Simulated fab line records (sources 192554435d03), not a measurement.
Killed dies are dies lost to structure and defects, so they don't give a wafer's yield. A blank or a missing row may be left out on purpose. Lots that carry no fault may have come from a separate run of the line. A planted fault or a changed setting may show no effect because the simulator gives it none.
fab line records	flow n5-finfet
record: lots: 6	wafers: 18	last-day: 17
route steps=1938 shown BEOL_M15@1782 PASSIVATION@1936
lots that met no fault: from a run of the same line without faults
start-h: hours from the record's opening day to when the first of the lot's shown wafers began	wait-h: hours from the lot's prior step to this one	" repeats the value in the row above	L1.1+2: several wafers, shown together as one row	- value missing, or start not given	* or withheld: withheld	< > ~ a bound
route shown NAME@n: NAME is a module with steps in the file, n the number in the route of the first one	usual: mean/standard deviation of fault-free wafers	same: alike in all rows	chamber/n: place in a boat	sites: readings site by site	_std_site: the values' standard deviation	_edge_site: inner sites' mean taken away from outer sites' mean	radius-mm: for every site, how far away it sits from the centre of the wafer	mask NAME#n: copy n	behind: tool/chamber where the wafer was last shaped	hold: reason for holding the lot/hours on hold/outcome of the hold	device: the transistor (n, p or np) that didn't switch	end of line: the same wafers' tests at the end of the route	step lacking rows: just its recipe	killed: not the wafer's yield, but the dies lost to structure and defects at the first sort	map: per-die view of a wafer (x killed, . not killed, _ where there is no die)
set.NAME: the setting that was run; set.NAME@STEP: the one run at that earlier step	model.NAME: the simulator's own value behind a step, which no gauge read
lots at selected steps of the route; one table per step, one row per wafer
services: a tool's chamber out of use, with start hour (start-h, from the record's first day; less than 0 if before it), hours out, and reason
== steps ==
step: N5_BEOL_M15_HARDBAKE_14
recipe: temp-c: 130	time-s: 120
step: N5_BEOL_M15_CD_MEAS_10
recipe: target-cd-nm: 360	landing-energy-ev: 500	detector: se-inlens	polarity: opening
usual: cd-nm: 359.4/1.2
lot.wafer	tool	chamber	start-h	wait-h	cd-nm
L370.1	cd-sem-01	0	274.35	-	359.5
L370.3	"	0	"	"	358.6
L370.6	"	0	"	"	358.9
L377.2	cd-sem-02	0	314.47	-	357.5
L377.5	"	0	"	"	360.0
L377.6	"	0	"	"	357.2
L379.1	cd-sem-02	0	325.77	-	360.4
L379.2	"	0	"	"	359.2
L379.5	"	0	"	"	359.2
L380.1	cd-sem-01	0	339.94	-	359.2
L380.3	"	0	"	"	360.2
L380.6	"	0	"	"	359.4
L384.3	cd-sem-02	0	341.16	-	359.8
L384.4	"	0	"	"	358.6
L384.5	"	0	"	"	360.1
L387.3	cd-sem-03	0	379.43	-	361.4
L387.4	"	0	"	"	362.3
L387.5	"	0	"	"	360.1
step: N5_BEOL_M15_OVL_MEAS_11
recipe: points-per-wafer: 44
usual: V14_OVL: 1/4.5
lot.wafer	tool	chamber	start-h	wait-h	V14_OVL[nm]
L370.1	overlay-01	0	274.38	0.0	-3
L370.3	"	0	"	"	4
L370.6	"	0	"	"	5
L377.2	overlay-01	0	314.50	0.0	0
L377.5	"	0	"	"	-2
L377.6	"	0	"	"	-2
L379.1	overlay-01	0	325.80	0.0	2
L379.2	"	0	"	"	2
L379.5	"	0	"	"	5
L380.1	overlay-02	0	339.98	0.0	-3
L380.3	"	0	"	"	-4
L380.6	"	0	"	"	-3
L384.3	overlay-02	0	341.19	0.0	4
L384.4	"	0	"	"	-1
L384.5	"	0	"	"	-2
L387.3	overlay-02	0	379.46	0.0	-7
L387.4	"	0	"	"	1
L387.5	"	0	"	"	-2
step: N5_BEOL_M15_INSPECT_12
recipe: mode: adi	inspect-instrument: macro
usual: raw-defect-count: 2.1/1.7
lot.wafer	tool	chamber	start-h	wait-h	raw-defect-count
L370.1	defect-inspect-02	-	274.40	0.0	1
L370.3	"	-	"	"	4
L370.6	"	-	"	"	2
L377.2	defect-inspect-02	-	314.53	0.0	4
L377.5	"	-	"	"	1
L377.6	"	-	"	"	4
L379.1	defect-inspect-01	-	325.82	0.0	1
L379.2	"	-	"	"	2
L379.5	"	-	"	"	4
L380.1	defect-inspect-02	-	340.00	0.0	1
L380.3	"	-	"	"	3
L380.6	"	-	"	"	4
L384.3	defect-inspect-02	-	341.21	0.0	3
L384.4	"	-	"	"	3
L384.5	"	-	"	"	4
L387.3	defect-inspect-02	-	379.48	0.0	1
L387.4	"	-	"	"	2
L387.5	"	-	"	"	1
step: N5_BEOL_M15_DESCUM_15
recipe: chemistry: O2	time-s: 7.9	source-power-w: 50	bias-power-w: 20	pressure-mtorr: 20	rf-frequency-hz: 2.712e+07	temp-c: 40	o2-flow-sccm: 225
usual: chamber-pressure-mTorr: 20.001/0.028	drypump-motor-current-A: 5.84/0.25	oes-product-au: 0.81/0.097	rf-vpp-V: 243.2/1.2	showerhead-plenum-p-Torr: 2.10/0.061	throttle-valve-pct: 20.48/0.23
lot.wafer	tool	chamber	start-h	wait-h	chamber-pressure-mTorr	drypump-motor-current-A	oes-product-au	rf-hours-counter-h	rf-vpp-V	showerhead-plenum-p-Torr	throttle-valve-pct
L370.1	rie-diel-06	2	275.06	0.7	20.026	5.78	0.71	211	242.3	2.15	20.55
L370.3	"	1	"	"	19.979	5.95	0.95	11	244.4	2.15	20.14
L370.6	"	1	"	"	19.991	5.94	0.95	-	243.2	2.15	20.14
L377.2	rie-diel-04	2	314.56	0.0	20.014	5.84	0.87	57	243.5	2.04	19.83
L377.5	"	1	"	"	20.012	6.24	0.89	-	244.6	2.22	20.60
L377.6	"	2	"	"	20.003	5.82	0.86	-	243.2	2.04	19.85
L379.1	rie-diel-06	2	325.91	0.1	19.991	5.78	0.70	230	245.0	2.15	20.59
L379.2	"	1	"	"	20.017	5.94	0.90	32	242.4	2.15	20.18
L379.5	"	1	"	"	19.972	5.97	0.89	-	245.2	2.14	20.19
L380.1	rie-diel-06	1	340.31	0.3	19.991	5.95	0.88	36	242.1	2.14	20.18
L380.3	"	0	"	"	20.023	5.84	0.88	30	243.2	2.13	20.49
L380.6	"	3	"	"	20.022	6.14	0.76	-	240.3	2.01	20.65
L384.3	rie-diel-04	0	341.24	0.0	20.003	5.84	0.73	192	245.0	2.16	20.84
L384.4	"	1	"	"	20.018	6.30	0.88	-	244.2	2.22	20.62
L384.5	"	0	"	"	20.031	5.83	0.74	-	243.8	2.16	20.84
L387.3	rie-diel-06	0	379.58	0.1	19.998	5.82	0.87	40	242.5	2.13	20.51
L387.4	"	2	"	"	20.037	5.76	0.69	244	243.8	2.14	20.63
L387.5	"	2	"	"	19.990	5.78	0.68	-	243.2	2.14	20.60
step: N5_BEOL_M15_ETCH_59
recipe: chemistry: N2/H2	target: BARC	target-depth-a: 890	overetch-a: 267	time-s: 67.9	ion-energy-ev: 200	pressure-mtorr: 30	source-w: 840	bias-w: 150	n2-flow-sccm: 200	h2-flow-sccm: 200
usual: chamber-pressure-mTorr: 29.998/0.027	drypump-motor-current-A: 5.85/0.25	oes-product-au: 0.69/0.076	rf-vpp-V: 523.9/2.2	showerhead-plenum-p-Torr: 2.54/0.075	throttle-valve-pct: 17.90/0.27
lot.wafer	tool	chamber	start-h	wait-h	chamber-pressure-mTorr	drypump-motor-current-A	oes-product-au	rf-hours-counter-h	rf-vpp-V	showerhead-plenum-p-Torr	throttle-valve-pct
L370.1	rie-diel-06	2	275.10	0.0	30.015	5.78	0.61	211	526.3	2.63	18.10
L370.3	"	1	"	"	30.022	5.96	0.79	11	524.8	2.60	17.46
L370.6	"	1	"	"	30.025	5.95	0.79	-	524.8	2.60	17.48
L377.2	rie-diel-04	2	314.60	0.0	30.002	5.82	0.72	57	521.1	2.48	17.26
L377.5	"	1	"	"	29.980	6.26	0.76	-	528.1	2.69	18.01
L377.6	"	2	"	"	30.062	5.79	0.73	-	522.7	2.48	17.27
L379.1	rie-diel-06	2	325.95	0.0	29.986	5.77	0.60	230	526.1	2.62	18.15
L379.2	"	1	"	"	29.948	5.96	0.75	32	526.5	2.59	17.52
L379.5	"	1	"	"	30.016	5.96	0.76	-	525.7	2.59	17.52
L380.1	rie-diel-06	1	340.35	0.0	29.976	5.97	0.75	36	526.7	2.59	17.53
L380.3	"	0	"	"	30.024	5.83	0.75	30	526.3	2.59	17.80
L380.6	"	3	"	"	30.003	6.14	0.64	-	521.0	2.44	18.08
L384.3	rie-diel-04	0	341.28	0.0	30.010	5.85	0.63	192	525.9	2.64	18.33
L384.4	"	1	"	"	29.974	6.25	0.74	-	527.4	2.69	18.03
L384.5	"	0	"	"	30.040	5.84	0.63	-	526.6	2.64	18.31
L387.3	rie-diel-06	0	379.61	0.0	29.976	5.85	0.73	40	526.0	2.58	17.80
L387.4	"	2	"	"	29.954	5.77	0.59	244	527.0	2.62	18.15
L387.5	"	2	"	"	29.986	5.79	0.59	-	527.8	2.62	18.17
step: N5_BEOL_M15_VIA_ETCH_16
recipe: chemistry: C4F8/O2/Ar	target: SiO2	he-inner-torr: 15	he-outer-torr: 30	target-depth-a: 17922	time-s: withheld	ion-energy-ev: 800	pressure-mtorr: 20	source-w: 1905	bias-w: 2040	Ar_flow_sccm: 400	C4F8_flow_sccm: 16	O2_flow_sccm: 12	ends: cleared
step: N5_BEOL_M15_STRIP_63
recipe: chemistry: O2	power-w: 600	temp-c: 60	pressure-mtorr: 30	rf-frequency-hz: 6e+07	bias-power-w: 0	overash-fraction: 0.3	o2-flow-sccm: 225
usual: chamber-pressure-mTorr: 30.00/0.046	drypump-motor-current-A: 5.84/0.25	oes-product-au: 0.81/0.097	rf-vpp-V: 3.7/0.74	showerhead-plenum-p-Torr: 2.10/0.061	throttle-valve-pct: 16.72/0.24
lot.wafer	tool	chamber	start-h	wait-h	chamber-pressure-mTorr	drypump-motor-current-A	oes-product-au	rf-hours-counter-h	rf-vpp-V	showerhead-plenum-p-Torr	throttle-valve-pct
L370.1	rie-diel-06	2	-	-	29.97	5.77	0.70	211	5.3	2.16	16.84
L370.3	"	1	"	"	30.01	5.94	0.94	11	3.8	2.16	16.39
L370.6	"	1	"	"	30.02	5.93	0.93	-	4.9	2.16	16.37
L377.2	rie-diel-04	2	-	-	29.99	5.81	0.86	57	4.6	2.04	16.11
L377.5	"	1	"	"	29.99	6.24	0.88	-	4.2	2.23	16.75
L377.6	"	2	"	"	30.07	5.82	0.86	-	4.2	2.04	16.12
L379.1	rie-diel-06	2	-	-	30.02	5.77	0.70	230	3.7	2.15	16.89
L379.2	"	1	"	"	29.91	5.97	0.91	32	4.0	2.15	16.39
L379.5	"	1	"	"	30.01	5.98	0.90	-	5.1	2.15	16.40
L380.1	rie-diel-06	1	-	-	30.02	5.97	0.88	37	2.4	2.15	16.41
L380.3	"	0	"	"	30.05	5.87	0.88	30	3.3	2.14	16.73
L380.6	"	3	"	"	29.91	6.11	0.75	-	2.7	2.02	16.87
L384.3	rie-diel-04	0	-	-	29.96	5.81	0.73	193	2.3	2.17	17.11
L384.4	"	1	"	"	29.97	6.24	0.87	-	3.0	2.23	16.79
L384.5	"	0	"	"	29.95	5.83	0.74	-	5.8	2.17	17.10
L387.3	rie-diel-06	0	-	-	30.05	5.83	0.87	41	3.9	2.13	16.71
L387.4	"	2	"	"	29.96	5.77	0.69	244	3.2	2.15	16.89
L387.5	"	2	"	"	30.00	5.76	0.69	-	2.9	2.15	16.89
step: N5_BEOL_M15_STRIP_64
recipe: chemistry: O2	power-w: 600	temp-c: 60	pressure-mtorr: 30	rf-frequency-hz: 6e+07	bias-power-w: 0	overash-fraction: 0.3	o2-flow-sccm: 225
usual: chamber-pressure-mTorr: 29.997/0.028	drypump-motor-current-A: 5.84/0.25	oes-product-au: 0.81/0.095	rf-vpp-V: 3.6/0.49	showerhead-plenum-p-Torr: 2.10/0.061	throttle-valve-pct: 16.72/0.24
lot.wafer	tool	chamber	start-h	wait-h	chamber-pressure-mTorr	drypump-motor-current-A	oes-product-au	rf-hours-counter-h	rf-vpp-V	showerhead-plenum-p-Torr	throttle-valve-pct
L370.1	rie-diel-06	2	-	-	30.000	5.77	0.71	211	3.9	2.16	16.84
L370.3	"	1	"	"	29.982	5.96	0.94	11	3.6	2.16	16.37
L370.6	"	1	"	"	29.998	5.97	0.94	-	3.4	2.16	16.37
L377.2	rie-diel-04	2	-	-	29.992	5.84	0.85	57	3.5	2.04	16.10
L377.5	"	1	"	"	29.985	6.25	0.88	-	3.9	2.23	16.77
L377.6	"	2	"	"	30.036	5.85	0.86	-	3.4	2.04	16.11
L379.1	rie-diel-06	2	-	-	30.042	5.79	0.69	230	3.4	2.15	16.87
L379.2	"	1	"	"	30.028	5.94	0.89	32	4.0	2.15	16.40
L379.5	"	1	"	"	30.016	5.95	0.90	-	3.1	2.15	16.40
L380.1	rie-diel-06	1	-	-	29.999	5.96	0.89	37	3.4	2.15	16.43
L380.3	"	0	"	"	30.036	5.83	0.87	30	3.3	2.14	16.71
L380.6	"	3	"	"	30.006	6.18	0.75	-	3.1	2.02	16.89
L384.3	rie-diel-04	0	-	-	30.007	5.87	0.74	193	3.6	2.17	17.09
L384.4	"	1	"	"	30.016	6.27	0.88	-	2.8	2.22	16.80
L384.5	"	0	"	"	29.957	5.85	0.74	-	3.2	2.17	17.11
L387.3	rie-diel-06	0	-	-	29.981	5.84	0.86	41	3.2	2.13	16.71
L387.4	"	2	"	"	30.028	5.79	0.68	244	3.9	2.15	16.92
L387.5	"	2	"	"	30.015	5.77	0.68	-	3.7	2.15	16.90
step: N5_BEOL_M15_STRIP_65
recipe: chemistry: post-etch-residue-remover	time-s: 60	temp-c: 25	remover-ph: withheld	remover-water-wt-pct: withheld	remover-fluoride-wt-pct: withheld
step: N5_BEOL_M15_SRD_66
recipe: time-s: 30	temp-c: 23	rinse-liquid: diw	dry: n2-spin	spin-rpm: 1500	dry-time-s: 30
step: N5_BEOL_M15_CD_MEAS_17
recipe: target-cd-nm: 360	polarity: opening
usual: cd-nm: 360.2/1.6
lot.wafer	tool	chamber	start-h	wait-h	cd-nm
L370.1	cd-sem-03	-	275.56	0.0	359.6
L370.3	"	-	"	"	360.0
L370.6	"	-	"	"	360.8
L377.2	cd-sem-02	-	315.06	0.0	358.1
L377.5	"	-	"	"	359.9
L377.6	"	-	"	"	355.7
L379.1	cd-sem-02	-	326.41	0.0	361.7
L379.2	"	-	"	"	359.0
L379.5	"	-	"	"	359.2
L380.1	cd-sem-01	-	340.81	0.0	360.7
L380.3	"	-	"	"	359.8
L380.6	"	-	"	"	360.0
L384.3	cd-sem-02	-	341.75	0.0	358.9
L384.4	"	-	"	"	358.3
L384.5	"	-	"	"	359.5
L387.3	cd-sem-01	-	380.08	0.0	362.5
L387.4	"	-	"	"	362.9
L387.5	"	-	"	"	361.3
step: N5_BEOL_M15_COAT_56
recipe: resist: SOC	temp-c: 250	time-s: 60	spin-rpm: 1500	resist-thk-nm: 550
usual: heater-power-total-W: 500.5/1.8	plate-temp-C: 250.00/0.16
lot.wafer	tool	chamber	start-h	wait-h	heater-power-total-W	plate-temp-C
L370.1	litho-track-03	0	275.60	0.0	500.5	249.87
L370.3	"	0	"	"	501.0	250.06
L370.6	"	0	"	"	498.9	249.77
L377.2	litho-track-03	0	315.10	0.0	480.6	241.66
L377.5	"	0	"	"	478.7	241.77
L377.6	"	0	"	"	480.0	241.89
L379.1	litho-track-03	0	326.45	0.0	481.8	241.96
L379.2	"	0	"	"	480.7	241.94
L379.5	"	0	"	"	481.8	242.10
L380.1	litho-track-02	0	340.85	0.0	497.5	249.93
L380.3	"	0	"	"	502.7	249.86
L380.6	"	0	"	"	498.9	249.91
L384.3	litho-track-04	0	341.79	0.0	502.3	249.86
L384.4	"	0	"	"	500.6	249.79
L384.5	"	0	"	"	503.0	249.92
L387.3	litho-track-04	0	380.12	0.0	502.3	250.14
L387.4	"	0	"	"	503.1	249.94
L387.5	"	0	"	"	499.9	250.12
step: N5_BEOL_M15_ETCH_57
recipe: chemistry: N2/H2	target: SOC	source-w: 3000	bias-w: 350	time-s: 750	ion-energy-ev: 200	pressure-mtorr: 30	n2-flow-sccm: 200	h2-flow-sccm: 200
usual: chamber-pressure-mTorr: 29.998/0.027	drypump-motor-current-A: 5.84/0.26	oes-product-au: 0.81/0.095	rf-vpp-V: 524.0/2.3	showerhead-plenum-p-Torr: 2.55/0.079	throttle-valve-pct: 17.8/0.3
lot.wafer	tool	chamber	start-h	wait-h	chamber-pressure-mTorr	drypump-motor-current-A	oes-product-au	rf-hours-counter-h	rf-vpp-V	showerhead-plenum-p-Torr	throttle-valve-pct
L370.1	rie-diel-06	0	275.92	-	30.022	5.87	0.93	7	524.9	2.60	17.6
L370.3	"	3	"	"	30.011	6.14	0.78	113	523.2	2.45	17.9
L370.6	"	1	"	"	29.929	5.96	0.94	-	525.0	2.60	17.4
L377.2	rie-diel-04	1	315.16	-	29.983	6.26	0.89	52	528.4	2.69	17.9
L377.5	"	1	"	"	29.972	6.27	0.88	-	528.2	2.69	17.9
L377.6	"	2	"	"	29.972	5.80	0.86	-	521.4	2.48	17.2
L379.1	rie-diel-04	1	326.51	-	29.987	6.28	0.87	56	527.6	2.69	17.9
L379.2	"	0	"	"	29.978	5.85	0.74	187	527.7	2.64	18.2
L379.5	"	0	"	"	29.999	5.83	0.73	-	527.1	2.64	18.2
L380.1	rie-diel-02	0	340.91	-	30.023	6.10	0.71	219	523.1	2.51	18.1
L380.3	"	2	"	"	30.018	5.31	0.72	202	520.3	2.43	17.8
L380.6	"	3	"	"	29.974	5.61	0.90	-	524.6	2.58	17.6
L384.3	rie-diel-06	1	341.85	-	30.020	5.96	0.88	37	524.4	2.59	17.4
L384.4	"	2	"	"	29.996	5.77	0.69	237	525.5	2.62	18.0
L384.5	"	2	"	"	29.997	5.78	0.69	-	524.0	2.62	18.0
L387.3	rie-diel-04	3	380.24	-	29.957	5.48	0.96	7	521.8	2.50	17.7
L387.4	"	0	"	"	29.963	5.83	0.73	204	526.5	2.63	18.2
L387.5	"	1	"	"	29.977	6.27	0.86	-	527.9	2.68	17.9
step: N5_PASSIVATION_PROBE_49
usual: defect-limited-yield: 91.0/1.5	killed_at_M0_to_M3: 36/12	killed_at_M4_up: 14/5.5	killed-at-contacts: 11/4.8	killed-at-front-end: 42/12	killed-at-other: 3.7/2.7	killed-dies: 106/18	killed-open: 70/13	killed-short: 35/8.2	sort_bin_5_function: 5.3/1	sort_bin_6_memory: 3.3/0.69	sort-n-pass: 1074/18	sort-yield-pct: 91.0/1.5
same: gross-dies: 1180	killed-at-back-side: 0	sort_bin_4_leakage[%]: 0	sort_bin_8_speed[%]: 0
lot.wafer	tool	chamber	start-h	wait-h	defect-limited-yield[%]	killed_at_M0_to_M3	killed_at_M4_up	killed-at-contacts	killed-at-front-end	killed-at-other	killed-dies	killed-open	killed-short	sort_bin_5_function[%]	sort_bin_6_memory[%]	sort-n-pass	sort-yield-pct[%]
L377.2	prober-01	-	332.77	0.1	92.0	29	12	1	45	7	94	60	34	4.7	3.0	1086	92.0
L377.5	prober-01	-	332.92	0.2	90.1	44	9	8	50	6	117	76	41	6.3	3.4	1063	90.1
L377.6	prober-01	-	332.97	0.3	89.8	32	8	12	64	4	120	84	36	5.5	4.4	1060	89.8
L379.1	prober-02	-	348.11	0.4	92.3	20	10	15	38	8	91	58	33	4.7	3.1	1089	92.3
L379.2	prober-02	-	348.16	0.5	92.4	21	23	5	36	5	90	69	21	4.5	3.1	1090	92.4
L379.5	prober-02	-	348.31	0.6	93.4	25	16	4	31	2	78	52	25	4.7	1.8	1102	93.4
L387.3	prober-01	-	399.74	0.1	90.7	38	14	10	45	3	110	72	38	5.7	3.1	1070	90.7
L387.4	prober-01	-	399.79	0.2	91.0	47	6	16	37	0	106	62	44	5.3	3.3	1074	91.0
L387.5	prober-01	-	399.84	0.2	87.5	61	12	12	62	1	148	98	50	7.7	4.7	1032	87.5
killed by level:class
L377.2 STI_FIN_REVEAL:geometric-particle:open=10 GATE_CUT:geometric-particle:short=8 BEOL_M1:geometric-particle:open=8 BEOL_M2:geometric-particle:open=6 BEOL_M7:geometric-particle:open=5 FIN_SAQP:geometric-particle:open=4 GATE_CUT:geometric-particle:open=4 BEOL_M3:geometric-particle:open=4
L377.5 BEOL_M0_SAQP:geometric-particle:short=11 BEOL_M1:geometric-particle:open=10 GATE_CUT:geometric-particle:open=9 BEOL_M0_SAQP:geometric-particle:open=8 GATE_CUT:geometric-particle:short=8 FIN_SAQP:geometric-particle:open=7 MOL_CONTACT_COAG:geometric-particle:open=7 BEOL_M3:geometric-particle:open=6
L377.6 FIN_SAQP:geometric-particle:open=23 MOL_CONTACT_COAG:geometric-particle:open=11 BEOL_M0_SAQP:geometric-particle:open=10 FIN_SAQP:geometric-particle:short=8 GATE_CUT:geometric-particle:open=6 GATE_CUT:geometric-particle:short=6 BEOL_M1:geometric-particle:open=6 BEOL_M3:geometric-particle:open=5
L379.1 MOL_CONTACT_COAG:geometric-particle:open=13 STI_FIN_REVEAL:geometric-particle:open=8 GATE_CUT:geometric-particle:short=8 BEOL_M0_SAQP:geometric-particle:open=6 DUMMY_GATE:geometric-particle:open=4 BEOL_M0_SAQP:geometric-particle:short=4 BEOL_M1:geometric-particle:open=4 DUMMY_GATE:geometric-particle:short=3
L379.2 BEOL_M4:geometric-particle:open=17 STI_FIN_REVEAL:geometric-particle:open=13 FIN_SAQP:geometric-particle:open=8 BEOL_M0_SAQP:geometric-particle:open=7 BEOL_M1:geometric-particle:open=6 BEOL_M0_SAQP:geometric-particle:short=5 FIN_SAQP:geometric-particle:short=4 MOL_CONTACT_COAG:geometric-particle:open=4
L379.5 STI_FIN_REVEAL:geometric-particle:open=10 BEOL_M4:geometric-particle:open=8 BEOL_M0_SAQP:geometric-particle:short=7 FIN_SAQP:geometric-particle:open=6 BEOL_M1:geometric-particle:open=5 BEOL_M0_SAQP:geometric-particle:open=4 STARTING-WAFER:geometric-particle:short=4 MOL_CONTACT_COAG:geometric-particle:open=3
L387.3 FIN_SAQP:geometric-particle:open=12 BEOL_M2:geometric-particle:open=11 FIN_SAQP:geometric-particle:short=8 MOL_CONTACT_COAG:geometric-particle:open=8 BEOL_M0_SAQP:geometric-particle:open=6 BEOL_M3:geometric-particle:open=6 BEOL_M4:geometric-particle:open=5 BEOL_M5:geometric-particle:open=5
L387.4 MOL_CONTACT_COAG:geometric-particle:open=14 BEOL_M0_SAQP:geometric-particle:open=10 BEOL_M3:geometric-particle:open=9 FIN_SAQP:geometric-particle:open=6 BEOL_M0_SAQP:geometric-particle:short=6 BEOL_M1:geometric-particle:open=6 BEOL_M2:geometric-particle:open=6 ILD0:geometric-particle:short=5
L387.5 FIN_SAQP:geometric-particle:open=16 STI_FIN_REVEAL:geometric-particle:open=16 BEOL_M2:geometric-particle:open=16 FIN_SAQP:geometric-particle:short=12 BEOL_M0_SAQP:geometric-particle:short=11 MOL_CONTACT_COAG:geometric-particle:open=9 BEOL_M0_SAQP:geometric-particle:open=8 BEOL_M1:geometric-particle:open=7
== services ==
tool	chamber	start-h	hours	kind
rie-diel-04	3	256.08	4.6	repair
rie-diel-04	-	270.47	28.1	pm
rie-diel-02	3	286.50	12.4	repair
rie-diel-02	1	298.96	-	clean
rie-diel-02	1	298.96	-	consumable-replace:focus-ring
rie-diel-02	1	298.96	24.0	scheduled-down
rie-diel-02	1	298.96	24.0	vent-cycle
rie-diel-04	2	300.05	8.2	repair
rie-diel-06	2	315.03	5.0	repair
rie-diel-04	2	334.34	3.7	repair
rie-diel-04	3	338.15	-	clean
rie-diel-04	3	338.15	-	consumable-replace:focus-ring
rie-diel-04	3	338.15	16.6	scheduled-down
rie-diel-04	3	338.15	16.6	vent-cycle
rie-diel-06	2	364.29	10.0	repair
rie-diel-06	-	368.95	1.7	repair
== key ==
first-sign: step: N5_BEOL_M15_COAT_56	reading: plate-temp-C	direction: down	sigmas: 50	usual: *	struck: *
effect: step: N5_BEOL_M15_COAT_56	reading: heater-power-total-W	direction: down	sigmas: 11	usual: *	struck: *
met-at N5_BEOL_M15_COAT_56
struck-wafers L377.2,L377.5,L377.6,L379.1,L379.2,L379.5
onset-between 275.60 315.10
fault: kind: process-parameter-drift	tool: litho-track-03	chamber: -	onset-h: 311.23	steps: N5_BEOL_M15_COAT_56	channel: temp-c	offset: *	shape: step	end-h: 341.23	acts-in: *	stated: *
